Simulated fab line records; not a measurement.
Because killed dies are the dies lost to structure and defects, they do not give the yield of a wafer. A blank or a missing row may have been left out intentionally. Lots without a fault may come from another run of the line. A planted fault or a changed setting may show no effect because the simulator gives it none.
Problem report, 8D (eight disciplines) form, completed by code | flow nand-harc | the parts of the form that need people (team, actions taken, sign-off) are left out

== 1. THE ISSUE ==
Wafers without a fault read 1.003 a.u., standard deviation 0.0084; oes-product-au at NHARC_A_M1_ETCH_35 reads a mean of 0.824 a.u. on 9 wafers belonging to 3 lots. That puts it -21 standard deviations away from the usual mean.
The step: etches the open film in N2/H2, target depth 40 nm, overetch 12 nm, time 43.94 s.
The first sign was on wafer L290.4 at day 20 16:37, on rie-diel-08. The record has a number at this step for 30 wafers belonging to 10 lots. Rule for "out" (also "out of limits"): further than 4 standard deviations from the usual mean. The rest of the wafers with a number are treated as sound.

== 2. WHAT IT IS, WHAT IT ISN'T ==
question                    | is                     | is not
which readings at this step | oes-product-au         | chamber-pressure-mTorr, drypump-motor-current-A, mfc-ar-sccm, rf-vpp-V, showerhead-plenum-p-Torr
which lots                  | L290, L291, L295       | L284, L286, L287, L294, L297, L299, L302
which wafers of those lots  | all that have a number | -
read on which tools         | rie-diel-08            | rie-diel-03, rie-diel-04
when                        | from day 20 16:37      | up to then (9 sound wafers); but 12 sound wafers of L294, L297, L299, L302 came after

== 3. THE SUSPECTS, EACH WITH WHAT RULES IT OUT ==
Counting: a tool stays on the suspect list if, at a process step up to the reading, it processed all lots that are out and no sound lot following the first of them.
- rie-diel-08 at NHARC_A_M1_DESCUM_14 (chemistry O2, time 3 s): kept. It processed each lot that is out, first L290 at day 20 16:31, and no sound lot thereafter; up to then, the last sound lot it processed was L287 at day 20 01:13.
- rie-diel-08 at NHARC_A_M1_ETCH_35 (etches the open film in N2/H2, target depth 40 nm, overetch 12 nm, time 43.94 s): kept. It processed each lot that is out, first L290 at day 20 16:37, and no sound lot thereafter; up to then, the last sound lot it processed was L287 at day 20 01:48. Out on those wafers are its own readings of oes-product-au.
After counting, rie-diel-08 at NHARC_A_M1_DESCUM_14 and rie-diel-08 at NHARC_A_M1_ETCH_35 remain.

== 4. THE CAUSE (what the simulator had put in) ==
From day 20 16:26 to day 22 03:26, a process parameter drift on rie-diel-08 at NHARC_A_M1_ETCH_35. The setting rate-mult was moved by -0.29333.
This tool is one of the 2 suspects left after counting.

== 5. SEQUENCE OF EFFECTS, ordered by route ==
One row per reading whose mean, taken over the struck wafers that have a number, lies over 3 standard deviations from the usual. Only readings whose record carries a usual standard deviation are examined. hours: median over the lots of the time between each lot's start at the first step of this table that gives one and its start at this step. sigmas: the change, counted in usual standard deviations.
hours | step               | reading        | usual      | on struck wafers | change | sigmas
0     | NHARC_A_M1_ETCH_35 | oes-product-au | 1.003 a.u. | 0.824            | -0.179 | -21
It contains these process steps:
- NHARC_A_M1_ETCH_35: etches the open film in N2/H2, target depth 40 nm, overetch 12 nm, time 43.94 s.
Later measuring or inspecting steps at which every struck wafer that the step has a row for has a number for every such reading, and none has moved that far: NHARC_END_SORT_01.

== 6. HOW IT WOULD HAVE BEEN CAUGHT EARLIER ==
In this record no reading fell out of limits until day 20 16:37, 0 hours after the fault had begun at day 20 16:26.
